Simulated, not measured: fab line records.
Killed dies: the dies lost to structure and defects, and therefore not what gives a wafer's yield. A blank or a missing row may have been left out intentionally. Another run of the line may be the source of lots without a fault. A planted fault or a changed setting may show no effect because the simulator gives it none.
Matching of chambers    flow nand-harc    4 sister chambers for NHARC_A_STAIRCASE_CMP_152 on cmp-01
The step polishes. 22 wafers are shown with their chamber, then 11 later ones without.

== WAFERS, EACH WITH ITS CHAMBER ==
wafer   chamber  motor-current-A (A)
L080.4  3        13.0
L080.5  0        11.5
L080.6  3        12.8
L085.2  3        13.2
L085.3  1        12.8
L085.6  2        13.5
L087.1  0        11.8
L087.2  1        12.8
L087.5  3        13.0
L088.1  0        10.7
L088.2  3        13.1
L088.4  2        13.6
L089.3  0        11.1
L089.4  3        13.1
L089.5  2        13.8
L093.2  3        13.0
L093.4  2        13.6
L093.6  2        13.2
L092.2  3        12.6
L092.4  1        12.7
L092.5  0        11.4
L095.3  1        12.3

SIGNATURES (means of the wafers above)
reading          chamber 0  chamber 1  chamber 2  chamber 3  scatter within a chamber
motor-current-A  11.300     12.650     13.540     12.975     0.27
Rule: a wafer's distance from a chamber is the root of the sum, over the readings, of the square of ((its reading less the chamber's mean) divided by the reading's scatter). The wafer belongs to the nearest chamber; if the next one is less than 2 further off, it can't be placed. The scatter: the root of (the sum of the squares of (reading less its chamber's mean) over the shown wafers, divided by (wafers less chambers)).

== WAFERS WHOSE CHAMBER IS MISSING ==
wafer   motor-current-A (A)
L095.4  13.4
L095.6  12.8
L095.1  11.6
L095.2  13.3
L095.5  14.2
L096.1  11.8
L096.3  13.6
L096.5  13.1
L097.2  12.8
L097.3  14.0
L097.6  12.4

== WHICH CHAMBER EACH WENT THROUGH ==
wafer   from the rows above           in truth
L095.4  can't be placed: 2 or 3       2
L095.6  can't be placed: 1 or 3       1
L095.1  0                             0
L095.2  can't be placed: 2 or 3 or 1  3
L095.5  2                             2
L096.1  can't be placed: 0 or 1       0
L096.3  2                             2
L096.5  can't be placed: 3 or 2 or 1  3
L097.2  can't be placed: 1 or 3       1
L097.3  2                             2
L097.6  can't be placed: 1 or 3       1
Correct placement for 4 of the 11. Can't be placed from these rows: 7 (the true chamber is among the candidates in 7). Number placed wrongly: 0.
